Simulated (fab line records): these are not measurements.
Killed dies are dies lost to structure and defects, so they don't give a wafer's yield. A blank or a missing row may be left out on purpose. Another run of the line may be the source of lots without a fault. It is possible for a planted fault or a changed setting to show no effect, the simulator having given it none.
Matching of chambers :: flow nand_harc :: ald_hk-01 running NHARC_A_CHANNEL_FILL_D1_ALD_14: 4 sister chambers
The step deposits SiO2, target thk 2.5 nm, pulse time 10 s, ald cycles 25. 14 wafers are shown with their chamber, then 7 later ones without.

## WAFERS PAIRED WITH THEIR CHAMBERS
wafer: L080.1
chamber: 1
heater_power_w (W): 452
susceptor_temp_C (C): 299.93
precursor_pulse_height_rel: 1.009

wafer: L080.3
chamber: 0
heater_power_w (W): 434
susceptor_temp_C (C): 300.27
precursor_pulse_height_rel: 1.010

wafer: L080.4
chamber: 3
heater_power_w (W): 499
susceptor_temp_C (C): 299.97
precursor_pulse_height_rel: 1.006

wafer: L088.1
chamber: 3
heater_power_w (W): 519
susceptor_temp_C (C): 299.97
precursor_pulse_height_rel: 0.976

wafer: L088.2
chamber: 2
heater_power_w (W): 516
susceptor_temp_C (C): 300.05
precursor_pulse_height_rel: 0.995

wafer: L088.4
chamber: 1
heater_power_w (W): 449
susceptor_temp_C (C): 299.81
precursor_pulse_height_rel: 1.007

wafer: L090.2
chamber: 1
heater_power_w (W): 445
susceptor_temp_C (C): 299.94
precursor_pulse_height_rel: 0.976

wafer: L090.5
chamber: 3
heater_power_w (W): 515
susceptor_temp_C (C): 300.16
precursor_pulse_height_rel: 1.003

wafer: L090.6
chamber: 2
heater_power_w (W): 514
susceptor_temp_C (C): 299.61
precursor_pulse_height_rel: 0.985

wafer: L092.2
chamber: 2
heater_power_w (W): 519
susceptor_temp_C (C): 300.03
precursor_pulse_height_rel: 1.029

wafer: L092.5
chamber: 0
heater_power_w (W): 446
susceptor_temp_C (C): 300.03
precursor_pulse_height_rel: 0.954

wafer: L092.6
chamber: 3
heater_power_w (W): 504
susceptor_temp_C (C): 300.08
precursor_pulse_height_rel: 1.008

wafer: L094.2
chamber: 3
heater_power_w (W): 512
susceptor_temp_C (C): 299.63
precursor_pulse_height_rel: 1.002

wafer: L094.3
chamber: 0
heater_power_w (W): 439
susceptor_temp_C (C): 300.00
precursor_pulse_height_rel: 0.984

SIGNATURES (averages over the wafers above)
reading: heater_power_w
chamber 0: 439.67
chamber 1: 448.67
chamber 2: 516.33
chamber 3: 509.80
scatter within a chamber: 6.14

reading: susceptor_temp_C
chamber 0: 300.1000
chamber 1: 299.8933
chamber 2: 299.8967
chamber 3: 299.9620
scatter within a chamber: 0.185

reading: precursor_pulse_height_rel
chamber 0: 0.98267
chamber 1: 0.99733
chamber 2: 1.00300
chamber 3: 0.99900
scatter within a chamber: 0.02
Rule: distance of a wafer from a chamber = root of the sum over the readings of ((wafer's reading minus chamber's mean) / reading's scatter) squared. If the next closest chamber is less than 2 further off than the closest, the wafer can't be placed; otherwise it belongs to the closest. The scatter: take each reading less its chamber's mean, square it, sum over the shown wafers, divide by the number of wafers less the number of chambers, and take the root.

## WAFERS WITHOUT THEIR CHAMBER
wafer: L094.5
heater_power_w (W): 453
susceptor_temp_C (C): 299.68
precursor_pulse_height_rel: 0.976

wafer: L096.4
heater_power_w (W): 433
susceptor_temp_C (C): 300.24
precursor_pulse_height_rel: 0.960

wafer: L096.5
heater_power_w (W): 440
susceptor_temp_C (C): 300.39
precursor_pulse_height_rel: 0.998

wafer: L096.6
heater_power_w (W): 523
susceptor_temp_C (C): 299.71
precursor_pulse_height_rel: 1.009

wafer: L095.1
heater_power_w (W): 523
susceptor_temp_C (C): 300.23
precursor_pulse_height_rel: 1.010

wafer: L095.2
heater_power_w (W): 454
susceptor_temp_C (C): 300.10
precursor_pulse_height_rel: 0.998

wafer: L095.4
heater_power_w (W): 504
susceptor_temp_C (C): 300.02
precursor_pulse_height_rel: 1.019

## WHICH CHAMBER EACH WENT THROUGH
wafer: L094.5
from the rows above: can't be placed: 1 or 0
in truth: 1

wafer: L096.4
from the rows above: can't be placed: 0 or 1
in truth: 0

wafer: L096.5
from the rows above: can't be placed: 0 or 1
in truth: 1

wafer: L096.6
from the rows above: can't be placed: 2 or 3
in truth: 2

wafer: L095.1
from the rows above: can't be placed: 2 or 3
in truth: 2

wafer: L095.2
from the rows above: can't be placed: 1 or 0
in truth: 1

wafer: L095.4
from the rows above: can't be placed: 3 or 2
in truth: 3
Correctly placed: 0 of 7. Can't be placed from these rows: 7 (the true chamber is among the candidates in 7). Placed wrongly: 0.
